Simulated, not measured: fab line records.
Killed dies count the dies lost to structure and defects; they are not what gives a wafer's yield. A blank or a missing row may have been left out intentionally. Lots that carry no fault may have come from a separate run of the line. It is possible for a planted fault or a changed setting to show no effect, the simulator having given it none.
fab line records	flow nand-harc
record lots=13	wafers=39	last-day=32
route steps=1302 shown A_M1@1182 A_BONDPAD@1202 END@1302
lots with no fault: from the same line, run without faults
start-h: hours from the record's opening day to when the first of the lot's shown wafers began	wait-h: hours since the lot's step before	" the same as in the row above	L1.1+2: one row covering several wafers at once	- no value, or no start was given	* or withheld: withheld	< > ~ a bound
route shown NAME@n: a module of which the file shows steps, and the number in the route of the first	usual: mean/standard deviation taken from wafers without a fault	same: alike in all rows	chamber/n: place in a boat	sites: readings site by site	_std_site: standard deviation across them	_edge_site: outer sites' mean less inner sites'	radius-mm: how far each site lies from the wafer's centre	mask NAME#n: copy n	behind: tool/chamber where the wafer was last shaped	hold: what put the lot on hold/how long, in hours/how the hold closed	device: transistor that didn't switch, given as n, p or np	end of line: the tests these same wafers got at the end of their route	where a step has no rows: the recipe by itself	killed: not the wafer's yield, but the dies lost to structure and defects at the first sort	map: the dies of a wafer, with x for killed, . for not killed, _ for no die there
set.NAME: setting as actually run; set.NAME@STEP: the setting as run at that earlier step	model.NAME: the simulator's own value behind a step, which no gauge read
one table for each step of the route and one row for each wafer, over a sample of lots
services: the hour from which a tool's chamber was out of use, counted from the record's first day as start-h (under 0 if before that day), plus the number of hours and why
## steps
# step NHARC_A_M1_DESCUM_14
# recipe time-s=3	o2-flow-sccm=200	ar-flow-sccm=0	bias-power-w=0	chemistry=O2
# usual drypump-motor-current-A=5.5/0.47	oes-product-au=1.002/0.008	rf-vpp-V=57.8/0.92	showerhead-plenum-p-Torr=1.92/0.085	throttle-valve-pct=11.312/0.0098
# same bias-power-w=0
lot.wafer	tool	chamber	start-h	wait-h	drypump-motor-current-A	oes-product-au	rf-hours-counter-h	rf-vpp-V	showerhead-plenum-p-Torr	throttle-valve-pct
L763.4	rie-diel-11	0	500.96	0.1	5.1	0.996	3	57.9	1.83	11.308
L763.2	"	1	"	"	5.0	1.000	3	56.2	1.91	11.320
L763.1	"	3	"	"	6.1	0.998	3	56.9	1.81	11.331
L766.4	rie-diel-06	1	544.55	0.1	5.9	1.021	2	56.9	1.94	11.300
L766.6	"	3	"	"	4.6	1.002	-	56.6	1.92	11.313
L766.5	"	0	"	"	6.1	0.999	-	56.8	2.03	11.309
L765.4	rie-diel-06	0	545.26	0.1	6.1	1.004	1	57.1	2.03	11.308
L765.1	"	3	"	"	4.6	1.000	1	57.8	1.92	11.298
L765.5	"	0	"	"	6.2	0.994	-	58.5	2.03	11.312
L769.3	rie-diel-02	0	584.40	0.1	5.1	1.009	0	59.3	1.98	11.318
L769.2	"	2	"	"	5.7	0.998	0	55.5	1.82	11.320
L769.5	"	1	"	"	4.9	1.002	-	58.6	2.05	11.304
L770.4	rie-diel-02	0	590.39	0.1	5.2	1.010	0	57.9	1.98	11.308
L770.2	"	1	"	"	4.9	1.000	0	58.6	2.05	11.322
L770.3	"	3	"	"	5.9	1.002	0	56.9	1.90	11.316
L771.4	rie-diel-11	0	593.59	0.1	5.1	1.000	7	57.5	1.83	11.327
L771.3	"	1	"	"	4.9	1.001	8	58.4	1.91	11.320
L771.5	"	1	"	"	4.9	1.004	-	57.9	1.91	11.309
L772.3	rie-diel-02	1	606.69	0.1	4.9	1.006	1	57.4	2.05	11.313
L772.4	"	3	"	"	5.9	1.004	1	57.4	1.90	11.318
L772.6	"	2	"	"	5.7	1.008	-	55.8	1.82	11.308
L778.2	rie-diel-06	2	673.42	0.1	5.5	0.989	0	57.3	1.79	11.301
L778.1	"	0	"	"	6.2	0.987	0	58.9	2.03	11.319
L778.6	"	2	"	"	5.5	0.991	-	57.8	1.79	11.300
L777.1	rie-diel-06	1	676.13	0.1	6.0	0.993	0	58.0	1.94	11.320
L777.4	"	0	"	"	6.2	0.987	-	57.6	2.03	11.304
L777.5	"	1	"	"	5.9	0.990	-	57.5	1.94	11.311
L779.1	rie-diel-06	2	684.79	0.1	5.5	1.002	0	56.8	1.79	11.308
L779.4	"	1	"	"	6.0	1.003	-	59.0	1.94	11.326
L779.6	"	2	"	"	5.5	1.004	-	57.8	1.79	11.310
L780.1	rie-diel-06	0	685.34	0.1	6.2	1.002	0	58.5	2.03	11.319
L780.2	"	1	"	"	5.9	1.004	0	55.9	1.94	11.307
L780.4	"	1	"	"	6.0	1.004	-	57.4	1.94	11.339
L783.4	rie-diel-11	2	715.78	0.1	6.0	1.007	7	58.4	1.92	11.323
L783.1	"	3	"	"	6.1	1.003	7	56.9	1.80	11.310
L783.5	"	0	"	"	5.1	0.997	-	58.7	1.83	11.286
L784.2	rie-diel-11	1	736.20	0.1	5.0	1.003	7	58.5	1.90	11.316
L784.4	"	1	"	"	5.0	0.995	-	57.3	1.90	11.309
L784.5	"	2	"	"	5.9	1.006	-	59.2	1.92	11.318
# step NHARC_A_M1_ETCH_15
# recipe target-depth-a=1825	time-s=91.2	c4f8-flow-sccm=withheld	ar-flow-sccm=400	rf-w=600	bias-w=300	chemistry=C4F8/Ar
# usual oes-product-au=0.954/0.02	rf-vpp-V=440.8/2.9
lot.wafer	tool	chamber	start-h	wait-h	oes-product-au	rf-hours-counter-h	rf-vpp-V
L763.1	rie-diel-11	3	-	-	0.970	3	438.5
L763.4	"	0	"	"	0.969	3	438.3
L763.2	"	1	"	"	0.959	3	439.6
L766.4	rie-diel-06	1	-	-	0.945	2	441.6
L766.6	"	1	"	"	0.949	-	443.0
L766.5	"	2	"	"	0.946	-	436.4
L765.1	rie-diel-06	2	-	-	0.929	2	436.9
L765.4	"	3	"	"	0.925	1	441.1
L765.5	"	1	"	"	0.929	-	441.7
L769.2	rie-diel-02	2	-	-	0.987	0	438.2
L769.3	"	0	"	"	0.975	0	441.9
L769.5	"	1	"	"	0.960	-	444.8
L770.2	rie-diel-02	1	-	-	0.975	0	444.3
L770.4	"	2	"	"	0.990	0	437.9
L770.3	"	0	"	"	0.984	0	441.8
L771.4	rie-diel-11	0	-	-	0.950	7	436.7
L771.3	"	1	"	"	0.951	8	441.1
L771.5	"	0	"	"	0.942	-	438.0
L772.3	rie-diel-02	2	-	-	0.959	1	436.9
L772.4	"	1	"	"	0.950	1	445.8
L772.6	"	3	"	"	0.960	-	440.7
L778.1	rie-diel-06	1	-	-	0.968	0	441.0
L778.2	"	2	"	"	0.958	0	435.8
L778.6	"	0	"	"	0.967	-	444.8
L777.1	rie-diel-06	1	-	-	0.966	0	440.7
L777.5	"	2	"	"	0.962	-	435.5
L777.4	"	0	"	"	0.955	-	444.8
L779.1	rie-diel-06	0	-	-	0.958	0	442.9
L779.6	"	1	"	"	0.965	-	441.6
L779.4	"	2	"	"	0.965	-	437.4
L780.2	rie-diel-06	0	-	-	0.959	1	444.4
L780.1	"	1	"	"	0.954	1	443.1
L780.4	"	0	"	"	0.958	-	445.0
L783.1	rie-diel-11	1	-	-	0.924	7	442.4
L783.4	"	3	"	"	0.935	7	437.3
L783.5	"	0	"	"	0.930	-	439.6
L784.2	rie-diel-11	0	-	-	0.949	7	436.9
L784.4	"	2	"	"	0.947	-	441.0
L784.5	"	1	"	"	0.953	-	439.8
# step NHARC_A_M1_ANNEAL_31
# recipe temp-c=225	time-s=90
# usual anneal-temp-c=224.94/0.16	anneal-temp-c-max=225.85/0.22	wafer_temp_C_max=226.01/0.28
lot.wafer	tool	chamber	start-h	wait-h	anneal-temp-c	anneal-temp-c-max	wafer_temp_C_max
L763.1	rtp-anneal-02	0	502.78	-	224.93	225.63	225.94
L763.2	"	0	"	"	225.35	226.48	225.79
L763.4	"	0	"	"	225.20	226.00	225.75
L766.4	rtp-anneal-01	0	546.45	0.4	225.19	226.02	226.08
L766.5	"	0	"	"	224.91	225.77	225.88
L766.6	"	0	"	"	224.86	225.80	225.77
L765.1	rtp-anneal-01	0	547.02	-	225.22	225.95	225.70
L765.4	"	0	"	"	224.75	225.48	225.66
L765.5	"	0	"	"	225.15	226.22	226.12
L769.2	rtp-anneal-02	-	586.21	-	-	-	-
L769.3	"	-	"	"	-	-	-
L769.5	"	-	"	"	-	-	-
L770.2	rtp-anneal-01	-	592.20	-	-	-	-
L770.3	"	-	"	"	-	-	-
L770.4	"	-	"	"	-	-	-
L771.3	rtp-anneal-01	-	595.52	-	-	-	-
L771.4	"	-	"	"	-	-	-
L771.5	"	-	"	"	-	-	-
L772.3	rtp-anneal-01	0	608.56	0.3	225.04	226.08	226.47
L772.4	"	0	"	"	224.94	225.82	226.15
L772.6	"	0	"	"	225.09	225.83	225.99
L778.1	rtp-anneal-02	0	675.24	0.3	224.81	225.71	226.05
L778.2	"	0	"	"	225.17	225.95	226.44
L778.6	"	0	"	"	224.95	225.84	225.94
L777.1	rtp-anneal-01	0	677.92	0.3	224.96	225.76	225.62
L777.4	"	0	"	"	224.95	225.87	226.04
L777.5	"	0	"	"	224.94	225.83	226.62
L779.1	rtp-anneal-01	0	686.57	0.3	224.91	225.79	225.94
L779.4	"	0	"	"	225.03	226.01	226.00
L779.6	"	0	"	"	225.06	225.87	225.77
L780.1	rtp-anneal-02	0	687.15	-	224.99	226.04	225.70
L780.2	"	0	"	"	224.95	225.70	225.78
L780.4	"	0	"	"	224.89	225.93	226.07
L783.1	rtp-anneal-02	0	717.52	-	225.17	225.85	226.13
L783.4	"	0	"	"	225.02	225.77	226.15
L783.5	"	0	"	"	225.04	226.00	226.03
L784.2	rtp-anneal-01	0	738.04	-	224.71	225.63	226.37
L784.4	"	0	"	"	224.97	226.21	225.86
L784.5	"	0	"	"	224.93	225.73	225.73
# step NHARC_A_BONDPAD_DEP_00
# recipe target-thk-a=2500	temp-c=370	target-thk-nm=250	pressure-torr=3	flow-sccm=200	rf-w=450	material=SiCN
# usual heater-power-w=538/64	showerhead-vpp-V=1342/60
lot.wafer	tool	chamber	start-h	wait-h	heater-power-w	showerhead-vpp-V
L763.1	pecvd-02	1	-	-	473	1374
L763.2	"	2	"	"	518	1297
L763.4	"	2	"	"	410	1295
L766.6	pecvd-01	2	547.94	-	556	1394
L766.5	"	0	"	"	571	1418
L766.4	"	1	"	"	511	1327
L765.1	pecvd-02	1	548.87	-	460	1368
L765.5	"	2	"	"	488	1299
L765.4	"	1	"	"	458	1376
L769.2	pecvd-03	2	-	-	587	1389
L769.3	"	0	"	"	650	1309
L769.5	"	1	"	"	474	1299
L770.2	pecvd-03	0	593.66	-	648	1297
L770.3	"	1	"	"	509	1349
L770.4	"	0	"	"	649	1303
L771.3	pecvd-03	1	597.09	-	505	1321
L771.4	"	2	"	"	648	1381
L771.5	"	0	"	"	671	1324
L772.3	pecvd-01	1	610.05	-	477	1318
L772.4	"	1	"	"	487	1312
L772.6	"	2	"	"	561	1392
L778.1	pecvd-02	0	676.80	-	579	1225
L778.2	"	1	"	"	444	1355
L778.6	"	2	"	"	507	1315
L777.1	pecvd-03	2	679.44	-	617	1411
L777.5	"	0	"	"	666	1306
L777.4	"	1	"	"	527	1336
L779.1	pecvd-02	0	688.14	-	564	1223
L779.4	"	2	"	"	446	1316
L779.6	"	1	"	"	509	1377
L780.1	pecvd-01	1	688.73	-	538	1328
L780.2	"	2	"	"	512	1390
L780.4	"	0	"	"	499	1415
L783.1	pecvd-01	0	719.08	-	552	1413
L783.5	"	2	"	"	501	1395
L783.4	"	1	"	"	511	1324
L784.2	pecvd-01	1	739.67	-	529	1336
L784.5	"	1	"	"	539	1341
L784.4	"	2	"	"	496	1385
# step NHARC_END_SORT_01
# recipe temp-c=25
# usual defect-limited-yield=91/3	killed-at-array=56/20	killed-at-other=1/1.3	killed-at-periphery=3.5/2.7	killed-dies=60/20	killed-open=3.3/1.6	killed-short=2.4/1.5
# same gross-dies=677
lot.wafer	tool	chamber	start-h	wait-h	hold	defect-limited-yield[%]	killed-at-array	killed-at-other	killed-at-periphery	killed-dies	killed-open	killed-short
L763.1	prober-02	0	533.94	2.5	-	94	41	0	3	44	2	5
L763.2	prober-02	0	534.73	2.8	-	91	58	0	6	64	7	1
L763.4	prober-02	0	536.30	3.4	-	91	56	0	5	61	4	3
L765.1	prober-02	0	580.06	2.5	-	87	82	0	3	85	5	2
L765.4	prober-02	0	582.47	3.4	-	87	81	0	8	89	2	3
L765.5	prober-02	0	583.27	3.7	-	90	59	0	8	67	2	2
L766.4	prober-01	0	582.57	3.5	-	93	44	0	2	46	4	3
L766.5	prober-01	0	583.38	3.8	-	92	52	1	2	55	4	3
L766.6	prober-01	0	584.20	4.1	-	94	34	1	3	38	3	1
L769.2	prober-01	0	619.67	2.7	-	89	71	0	6	77	4	0
L769.3	prober-01	0	620.46	3.0	-	90	65	1	5	71	5	3
L769.5	prober-01	0	622.04	3.7	-	87	87	0	2	89	3	6
L770.2	prober-02	0	625.98	2.7	await-dispo/4.7h/release	87	85	0	5	90	5	1
L770.3	prober-02	0	626.78	3.1	await-dispo/4.7h/release	90	58	2	5	65	4	4
L770.4	prober-02	0	627.58	3.4	await-dispo/4.7h/release	86	87	1	4	92	4	0
L772.3	prober-02	0	648.84	3.1	-	91	53	1	4	58	1	3
L772.4	prober-02	0	649.65	3.4	-	91	61	0	3	64	4	4
L772.6	prober-02	0	651.26	4.0	-	92	50	0	1	51	1	3
L777.1	prober-01	0	711.04	2.5	-	86	87	0	6	93	4	4
L777.4	prober-01	0	713.39	3.3	-	86	90	0	2	92	2	0
L777.5	prober-01	0	714.17	3.6	-	86	88	0	6	94	7	3
L778.1	prober-02	0	711.14	2.5	-	92	52	2	1	55	4	5
L778.2	prober-02	0	711.94	2.8	-	94	39	1	1	41	4	1
L778.6	prober-02	0	715.12	4.0	-	91	51	3	4	58	6	3
L779.1	prober-02	0	721.96	2.5	-	82	117	2	1	120	3	1
L779.4	prober-02	0	724.35	3.4	-	84	105	0	2	107	4	4
L779.6	prober-02	0	725.94	4.0	-	89	74	1	1	76	4	0
L780.1	prober-01	0	721.97	2.5	-	92	53	1	1	55	3	2
L780.2	prober-01	0	722.77	2.8	-	93	44	0	1	45	2	5
L780.4	prober-01	0	724.38	3.4	-	92	45	2	4	51	2	3
L783.1	prober-02	0	748.62	2.5	-	93	41	1	5	47	4	3
L783.4	prober-02	0	750.99	3.4	-	93	37	2	6	45	3	3
L783.5	prober-02	0	751.77	3.6	-	94	32	0	8	40	2	0
L784.2	prober-02	0	772.10	2.8	-	92	48	4	1	53	4	2
L784.4	prober-02	0	773.69	3.4	-	94	37	1	2	40	2	0
L784.5	prober-02	0	774.49	3.7	-	94	38	0	2	40	3	5
# killed by level:class
L763.1 A_CHANNEL_HOLE_D2:chamber-film-flake=12 A_CONTACT:chamber-film-flake=11 A_SGD_CUT:chamber-film-flake=4 A_SLIT:chamber-film-flake=3 A_SGD_CUT:geometric-particle:short=2 P_GATE:chamber-film-flake=2 A_STAIRCASE:chamber-film-flake=2 P_CONTACT:geometric-particle:short=1
L763.2 A_CHANNEL_HOLE_D2:chamber-film-flake=34 A_CONTACT:chamber-film-flake=10 A_SLIT:chamber-film-flake=5 A_SGD_CUT:chamber-film-flake=3 P_CONTACT:geometric-particle:open=2 P_M0:geometric-particle:open=2 A_STAIRCASE:chamber-film-flake=2 P_STI:geometric-particle:open=1
L763.4 A_CHANNEL_HOLE_D2:chamber-film-flake=32 A_CONTACT:chamber-film-flake=7 A_SLIT:chamber-film-flake=4 P_GATE:chamber-film-flake=3 A_STAIRCASE:chamber-film-flake=2 A_SGD_CUT:chamber-film-flake=2 P_GATE:geometric-particle:open=1 P_CONTACT:geometric-particle:open=1
L765.1 A_CHANNEL_HOLE_D2:chamber-film-flake=34 A_SLIT:chamber-film-flake=21 A_SGD_CUT:chamber-film-flake=7 A_CHANNEL_HOLE_D1:chamber-film-flake=5 A_STAIRCASE:chamber-film-flake=5 A_DECK1_JOINT:geometric-particle:open=2 P_GATE:chamber-film-flake=2 A_CONTACT:chamber-film-flake=2
L765.4 A_CHANNEL_HOLE_D2:chamber-film-flake=37 A_SLIT:chamber-film-flake=28 A_SGD_CUT:chamber-film-flake=4 P_GATE:chamber-film-flake=3 A_STAIRCASE:chamber-film-flake=3 A_M0:geometric-particle:open=2 P_STI:chamber-film-flake=2 A_CHANNEL_HOLE_D1:chamber-film-flake=2
L766.4 A_CHANNEL_HOLE_D1:chamber-film-flake=21 A_CHANNEL_HOLE_D2:chamber-film-flake=9 A_CONTACT:chamber-film-flake=6 A_ONON_D2:geometric-particle:short=2 P_M1:geometric-particle:short=1 A_ONON_D1:geometric-particle:open=1 A_DECK1_JOINT:geometric-particle:open=1 A_CHANNEL_HOLE_D2:geometric-particle:open=1
L765.5 A_SLIT:chamber-film-flake=29 A_CHANNEL_HOLE_D2:chamber-film-flake=16 A_CHANNEL_HOLE_D1:chamber-film-flake=6 P_STI:chamber-film-flake=4 P_ZERO_WELL:chamber-film-flake=2 P_GATE:chamber-film-flake=2 A_SGD_CUT:chamber-film-flake=2 A_CONTACT:chamber-film-flake=2
L766.5 A_CHANNEL_HOLE_D1:chamber-film-flake=36 A_CHANNEL_HOLE_D2:chamber-film-flake=8 A_CONTACT:chamber-film-flake=3 A_SGD_CUT:geometric-particle:open=2 P_M0:geometric-particle:open=1 A_ONON_D1:geometric-particle:short=1 A_DECK1_JOINT:geometric-particle:short=1 A_M0:geometric-particle:open=1
L766.6 A_CHANNEL_HOLE_D1:chamber-film-flake=17 A_CHANNEL_HOLE_D2:chamber-film-flake=8 A_CONTACT:chamber-film-flake=4 P_M0:geometric-particle:open=1 A_ONON_D1:geometric-particle:open=1 A_DECK1_JOINT:geometric-particle:open=1 STARTING-WAFER:geometric-particle:short=1 P_ZERO_WELL:chamber-film-flake=1
L769.2 A_M1:area-anneal=22 A_SLIT:chamber-film-flake=21 A_CHANNEL_HOLE_D2:chamber-film-flake=12 A_CHANNEL_HOLE_D1:chamber-film-flake=5 P_CONTACT:chamber-film-flake=3 A_CONTACT:chamber-film-flake=3 A_M1:chamber-film-flake=2 P_M0:geometric-particle:open=1
L769.3 A_SLIT:chamber-film-flake=24 A_M1:area-anneal=19 A_CHANNEL_HOLE_D2:chamber-film-flake=5 A_CHANNEL_HOLE_D1:chamber-film-flake=4 A_CONTACT:chamber-film-flake=3 A_M1:chamber-film-flake=3 A_DECK1_JOINT:geometric-particle:short=2 P_CONTACT:chamber-film-flake=2
L769.5 A_SLIT:chamber-film-flake=32 A_M1:area-anneal=28 A_CONTACT:chamber-film-flake=6 A_CHANNEL_HOLE_D2:chamber-film-flake=5 A_M1:chamber-film-flake=4 A_CHANNEL_HOLE_D1:chamber-film-flake=3 A_SOURCE_PLATE:geometric-particle:short=2 P_M1:geometric-particle:short=1
L770.2 A_CHANNEL_HOLE_D1:chamber-film-flake=30 A_M1:area-anneal=28 A_CONTACT:chamber-film-flake=10 A_CHANNEL_HOLE_D2:chamber-film-flake=7 A_CHANNEL_FILL_D2:geometric-particle:open=2 P_CONTACT:chamber-film-flake=2 P_STI:geometric-particle:open=1 P_GATE:geometric-particle:short=1
L770.3 A_CHANNEL_HOLE_D1:chamber-film-flake=15 A_M1:area-anneal=15 A_CHANNEL_HOLE_D2:chamber-film-flake=10 A_CONTACT:chamber-film-flake=7 A_STAIRCASE:chamber-film-flake=2 A_WL_FILL:chamber-film-flake=2 THIN_TSV:chamber-film-flake=2 P_CONTACT:geometric-particle:open=1
L770.4 A_M1:area-anneal=30 A_CHANNEL_HOLE_D1:chamber-film-flake=28 A_CONTACT:chamber-film-flake=11 A_CHANNEL_HOLE_D2:chamber-film-flake=10 A_WL_FILL:chamber-film-flake=3 P_STI:chamber-film-flake=2 P_CONTACT:chamber-film-flake=2 A_DECK1_JOINT:geometric-particle:open=1
L772.3 A_SLIT:chamber-film-flake=24 A_CHANNEL_HOLE_D2:chamber-film-flake=15 A_CONTACT:chamber-film-flake=7 A_CHANNEL_FILL_D1:geometric-particle:short=2 P_BONDPAD:chamber-film-flake=2 P_M0:geometric-particle:short=1 A_ONON_D1:geometric-particle:open=1 P_GATE:chamber-film-flake=1
L772.4 A_SLIT:chamber-film-flake=28 A_CHANNEL_HOLE_D2:chamber-film-flake=16 A_CHANNEL_HOLE_D1:chamber-film-flake=3 A_CHANNEL_FILL_D1:chamber-film-flake=3 A_CONTACT:chamber-film-flake=3 P_GATE:geometric-particle:open=1 P_CONTACT:geometric-particle:short=1 A_ONON_D1:geometric-particle:short=1
L772.6 A_SLIT:chamber-film-flake=25 A_CHANNEL_HOLE_D2:chamber-film-flake=12 A_CONTACT:chamber-film-flake=4 A_CHANNEL_HOLE_D1:chamber-film-flake=2 A_SOURCE_PLATE:geometric-particle:short=1 A_DECK1_JOINT:geometric-particle:short=1 A_ONON_D2:geometric-particle:short=1 A_BLC:geometric-particle:open=1
L777.1 A_SLIT:chamber-film-flake=39 A_CHANNEL_HOLE_D2:chamber-film-flake=21 A_STAIRCASE:chamber-film-flake=12 A_CHANNEL_HOLE_D1:chamber-film-flake=5 A_CONTACT:chamber-film-flake=4 P_CONTACT:geometric-particle:open=1 P_M0:geometric-particle:short=1 P_M0:geometric-particle:open=1
L778.1 A_CHANNEL_HOLE_D1:chamber-film-flake=31 A_CONTACT:chamber-film-flake=4 A_ONON_D1:geometric-particle:open=2 A_CHANNEL_FILL_D1:geometric-particle:short=2 A_DECK1_JOINT:chamber-film-flake=2 A_CHANNEL_HOLE_D2:chamber-film-flake=2 A_STAIRCASE:chamber-film-flake=2 A_SLIT:chamber-film-flake=2
L778.2 A_CHANNEL_HOLE_D1:chamber-film-flake=18 A_CONTACT:chamber-film-flake=5 A_STAIRCASE:chamber-film-flake=4 A_SLIT:chamber-film-flake=3 A_ONON_D1:geometric-particle:open=2 A_CHANNEL_HOLE_D2:chamber-film-flake=2 A_CHANNEL_HOLE_D1:geometric-particle:open=1 A_WL_FILL:geometric-particle:short=1
L777.4 A_SLIT:chamber-film-flake=33 A_CHANNEL_HOLE_D2:chamber-film-flake=22 A_CHANNEL_HOLE_D1:chamber-film-flake=12 A_STAIRCASE:chamber-film-flake=9 A_CONTACT:chamber-film-flake=9 A_M1:chamber-film-flake=3 P_M0:geometric-particle:open=1 A_SGD_CUT:geometric-particle:open=1
L777.5 A_SLIT:chamber-film-flake=32 A_CHANNEL_HOLE_D1:chamber-film-flake=19 A_CHANNEL_HOLE_D2:chamber-film-flake=13 A_CONTACT:chamber-film-flake=9 A_STAIRCASE:chamber-film-flake=6 P_STI:chamber-film-flake=3 A_CHANNEL_FILL_D2:geometric-particle:short=2 A_CONTACT:geometric-particle:open=2
L778.6 A_CHANNEL_HOLE_D1:chamber-film-flake=33 A_CONTACT:chamber-film-flake=5 P_CONTACT:geometric-particle:open=2 A_CHANNEL_FILL_D1:geometric-particle:open=2 A_STAIRCASE:chamber-film-flake=2 A_SLIT:chamber-film-flake=2 A_M1:chamber-film-flake=2 THIN_TSV:chamber-film-flake=2
L779.1 A_CHANNEL_HOLE_D1:chamber-film-flake=39 A_SLIT:chamber-film-flake=32 A_CHANNEL_HOLE_D2:chamber-film-flake=27 A_CONTACT:chamber-film-flake=9 A_WL_FILL:chamber-film-flake=3 A_STAIRCASE:chamber-film-flake=2 A_SGD_CUT:geometric-particle:open=1 A_WL_FILL:geometric-particle:open=1
L780.1 A_CHANNEL_HOLE_D1:chamber-film-flake=35 A_SLIT:chamber-film-flake=4 A_CONTACT:chamber-film-flake=3 A_STAIRCASE:chamber-film-flake=3 P_M0:geometric-particle:open=1 A_SOURCE_PLATE:geometric-particle:open=1 A_CHANNEL_FILL_D1:geometric-particle:short=1 A_ONON_D2:geometric-particle:short=1
L780.2 A_CHANNEL_HOLE_D1:chamber-film-flake=15 A_CONTACT:chamber-film-flake=7 A_SLIT:chamber-film-flake=5 A_CHANNEL_FILL_D1:geometric-particle:short=3 A_CHANNEL_FILL_D1:chamber-film-flake=3 A_STAIRCASE:chamber-film-flake=3 A_WL_FILL:chamber-film-flake=2 A_CHANNEL_HOLE_D1:geometric-particle:open=1
L779.4 A_SLIT:chamber-film-flake=34 A_CHANNEL_HOLE_D1:chamber-film-flake=28 A_CHANNEL_HOLE_D2:chamber-film-flake=24 A_WL_FILL:chamber-film-flake=5 A_DECK1_JOINT:chamber-film-flake=3 P_GATE:chamber-film-flake=2 A_CONTACT:chamber-film-flake=2 A_ONON_D1:geometric-particle:short=1
L780.4 A_CHANNEL_HOLE_D1:chamber-film-flake=27 A_CONTACT:chamber-film-flake=7 A_SLIT:chamber-film-flake=3 P_M2:chamber-film-flake=2 THIN_TSV:chamber-film-flake=2 P_M0:geometric-particle:open=1 A_SOURCE_PLATE:geometric-particle:short=1 A_CHANNEL_HOLE_D1:geometric-particle:short=1
L779.6 A_SLIT:chamber-film-flake=34 A_CHANNEL_HOLE_D1:chamber-film-flake=16 A_CHANNEL_HOLE_D2:chamber-film-flake=13 A_CONTACT:chamber-film-flake=5 A_STAIRCASE:chamber-film-flake=2 P_CONTACT:geometric-particle:open=1 A_ONON_D1:geometric-particle:open=1 THIN_TSV:chamber-film-flake=1
L783.1 A_CHANNEL_HOLE_D1:chamber-film-flake=23 A_CONTACT:chamber-film-flake=7 P_CONTACT:chamber-film-flake=3 A_DECK1_JOINT:geometric-particle:open=2 A_SLIT:chamber-film-flake=2 P_CONTACT:geometric-particle:open=1 A_CHANNEL_FILL_D1:geometric-particle:short=1 A_DECK1_JOINT:geometric-particle:short=1
L783.4 A_CHANNEL_HOLE_D1:chamber-film-flake=18 A_STAIRCASE:chamber-film-flake=4 P_STI:chamber-film-flake=2 P_CONTACT:chamber-film-flake=2 A_CHANNEL_FILL_D2:chamber-film-flake=2 A_SLIT:chamber-film-flake=2 A_CONTACT:chamber-film-flake=2 A_BONDPAD:chamber-film-flake=2
L783.5 A_CHANNEL_HOLE_D1:chamber-film-flake=17 P_CONTACT:chamber-film-flake=8 A_SLIT:chamber-film-flake=5 A_CONTACT:chamber-film-flake=5 A_SGD_CUT:chamber-film-flake=2 A_DECK1_JOINT:geometric-particle:open=1 A_ONON_D2:geometric-particle:open=1 A_CHANNEL_FILL_D1:chamber-film-flake=1
L784.2 A_CHANNEL_HOLE_D1:chamber-film-flake=22 A_CONTACT:chamber-film-flake=11 A_SLIT:chamber-film-flake=5 THIN_TSV:chamber-film-flake=4 A_DECK1_JOINT:chamber-film-flake=2 A_WL_FILL:chamber-film-flake=2 A_CHANNEL_HOLE_D1:geometric-particle:open=1 A_CHANNEL_FILL_D1:geometric-particle:open=1
L784.4 A_CHANNEL_HOLE_D1:chamber-film-flake=16 A_CONTACT:chamber-film-flake=11 A_SLIT:chamber-film-flake=5 A_CHANNEL_FILL_D1:chamber-film-flake=2 P_M1:geometric-particle:open=1 A_SGD_CUT:geometric-particle:open=1 P_ZERO_WELL:chamber-film-flake=1 A_DECK1_JOINT:chamber-film-flake=1
L784.5 A_CHANNEL_HOLE_D1:chamber-film-flake=13 A_CONTACT:chamber-film-flake=10 A_SLIT:chamber-film-flake=5 A_DECK1_JOINT:chamber-film-flake=2 P_M0:geometric-particle:short=1 A_ONON_D1:geometric-particle:open=1 A_ONON_D1:geometric-particle:short=1 A_CHANNEL_HOLE_D1:geometric-particle:open=1
## services
tool	chamber	start-h	hours	kind
rie-diel-06	-	484.21	9.0	pm
rie-diel-06	0	484.21	9.0	vent-cycle
rie-diel-06	1	484.21	9.0	vent-cycle
rie-diel-06	2	484.21	9.0	vent-cycle
pecvd-01	-	492.36	13.0	pm
rie-diel-02	1	495.57	9.1	repair
pecvd-03	-	547.09	13.0	pm
rie-diel-06	2	547.28	3.2	repair
rie-diel-02	-	570.70	9.0	pm
pecvd-02	-	589.33	13.0	pm
rie-diel-02	2	590.87	5.9	repair
rie-diel-06	1	594.36	10.8	repair
rie-diel-02	1	607.30	10.9	repair
rie-diel-06	3	607.98	1.3	repair
rie-diel-11	-	609.50	9.0	pm
rie-diel-11	-	629.02	0.4	repair
pecvd-02	2	646.45	1.9	repair
rie-diel-02	-	651.80	0.4	repair
rie-diel-06	-	661.21	9.0	pm
pecvd-01	-	673.36	13.0	pm
rie-diel-11	-	724.49	11.5	repair
rie-diel-06	2	725.30	6.6	repair
pecvd-03	-	728.13	13.0	pm
rie-diel-06	-	730.21	1.6	repair
## key
first-sign step=NHARC_A_M1_ANNEAL_31	reading=tool-record	direction=missing
effect none on later readings
met-at NHARC_A_M1_ANNEAL_31
struck-lots L769,L770,L771
sort-left-out L771.3,L771.4,L771.5
not-acting-at NHARC_A_M1_DESCUM_14,NHARC_A_M1_ETCH_15,NHARC_A_BONDPAD_DEP_00
onset-between 547.02 586.21
fault kind=skipped-step-whole	tool=rtp-anneal-01,rtp-anneal-02	chamber=-	onset-h=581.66	steps=NHARC_A_M1_ANNEAL_31	scope=struck-lots-only
# sort-left-out: the simulated sort isn't trusted on such a fault, so these wafers' sort isn't shown, and their yield isn't known
